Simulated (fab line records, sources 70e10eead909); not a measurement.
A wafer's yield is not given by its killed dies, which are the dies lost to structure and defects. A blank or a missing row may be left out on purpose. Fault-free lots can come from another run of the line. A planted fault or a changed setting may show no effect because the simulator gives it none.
Chamber matching -- flow nand harc -- NHARC_A_BLC_ALD_23 on ald metal-02 has 4 sister chambers
The step deposits TiN, target thk 3 nm, pulse time 1 s, ald cycles 150. 8 wafers are shown with their chamber, then 11 later ones without.

## WAFERS WITH THEIR CHAMBER
wafer,chamber,heater power w (W),precursor pulse height rel
L075.3,3,1113,1.018
L085.6,3,1116,1.016
L087.4,1,913,1.001
L087.6,1,925,1.017
L090.2,2,1187,0.992
L090.3,0,1060,1.034
L090.5,0,1078,1.022
L089.2,2,1215,1.001

## WAFERS WHOSE CHAMBER IS MISSING
wafer,heater power w (W),precursor pulse height rel
L089.3,1128,0.987
L089.5,916,1.029
L094.2,1137,0.994
L094.4,950,1.013
L094.5,1206,0.964
L095.3,1054,0.991
L095.4,939,0.976
L095.6,915,0.999
L096.1,1047,0.976
L096.3,1240,1.006
L096.6,1192,0.991

## EACH ONE'S CHAMBER
wafer,from the rows above,in truth
L089.3,can't be placed: 3 or 2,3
L089.5,1,1
L094.2,can't be placed: 3 or 2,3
L094.4,1,1
L094.5,2,2
L095.3,can't be placed: 0 or 3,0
L095.4,1,1
L095.6,1,1
L096.1,can't be placed: 0 or 3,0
L096.3,2,2
L096.6,2,2
7 of 11 placed correctly. Can't be placed from these rows: 4 (the true chamber is among the candidates in 4). Placed wrongly: 0.
How it was worked out, from the rows above alone: a wafer's distance from a chamber is the root of the sum, over the readings, of the square of ((its reading less the chamber's mean) divided by the reading's scatter). If the next closest chamber is less than 2 further off than the closest, the wafer can't be placed; otherwise it belongs to the closest. The mean given for a chamber averages the wafers shown for that chamber. The scatter: take each reading less its chamber's mean, square it, sum over the shown wafers, divide by the number of wafers less the number of chambers, and take the root.
